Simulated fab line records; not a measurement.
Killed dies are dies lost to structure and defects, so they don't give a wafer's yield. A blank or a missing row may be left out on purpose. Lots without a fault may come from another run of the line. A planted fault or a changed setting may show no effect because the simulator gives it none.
Chamber matching :: flow n5_finfet :: 4 sister chambers for N5_BEOL_M0_SAQP_STRIP_75 on rie_diel-01
The step strips in CF4. 4 wafers are shown with their chamber, then 7 later ones without.

WAFERS PAIRED WITH THEIR CHAMBERS
wafer: L074.1
chamber: 2
drypump_motor_current_A (A): 4.9

wafer: L083.1
chamber: 3
drypump_motor_current_A (A): 5.1

wafer: L086.1
chamber: 1
drypump_motor_current_A (A): 6.0

wafer: L086.2
chamber: 0
drypump_motor_current_A (A): 6.3

WAFERS MISSING THEIR CHAMBER
wafer: L086.3
drypump_motor_current_A (A): 4.9

wafer: L090.1
drypump_motor_current_A (A): 5.1

wafer: L090.3
drypump_motor_current_A (A): 6.0

wafer: L090.4
drypump_motor_current_A (A): 4.8

wafer: L093.1
drypump_motor_current_A (A): 4.9

wafer: L093.2
drypump_motor_current_A (A): 6.2

wafer: L093.3
drypump_motor_current_A (A): 5.1

WHICH CHAMBER EACH WENT THROUGH
wafer: L086.3
from the rows above: 2
in truth: 2

wafer: L090.1
from the rows above: 3
in truth: 3

wafer: L090.3
from the rows above: 1
in truth: 1

wafer: L090.4
from the rows above: 2
in truth: 2

wafer: L093.1
from the rows above: 2
in truth: 2

wafer: L093.2
from the rows above: can't be placed: 0 or 1
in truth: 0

wafer: L093.3
from the rows above: 3
in truth: 3
Correct placement for 6 of the 7. Cannot be placed on the basis of these rows: 1; the candidates contain the true chamber in 1. Wrongly placed: 0.
How it was worked out, from the rows above alone: a wafer's distance from a chamber is the root of the sum, over the readings, of the square of ((its reading less the chamber's mean) divided by the reading's scatter). If the next closest chamber is less than 2 further off than the closest, the wafer can't be placed; otherwise it belongs to the closest. The mean given for a chamber averages the wafers shown for that chamber. The scatter: root of mean squared gap, hidden wafer to nearest shown wafer, with one shown wafer a chamber.
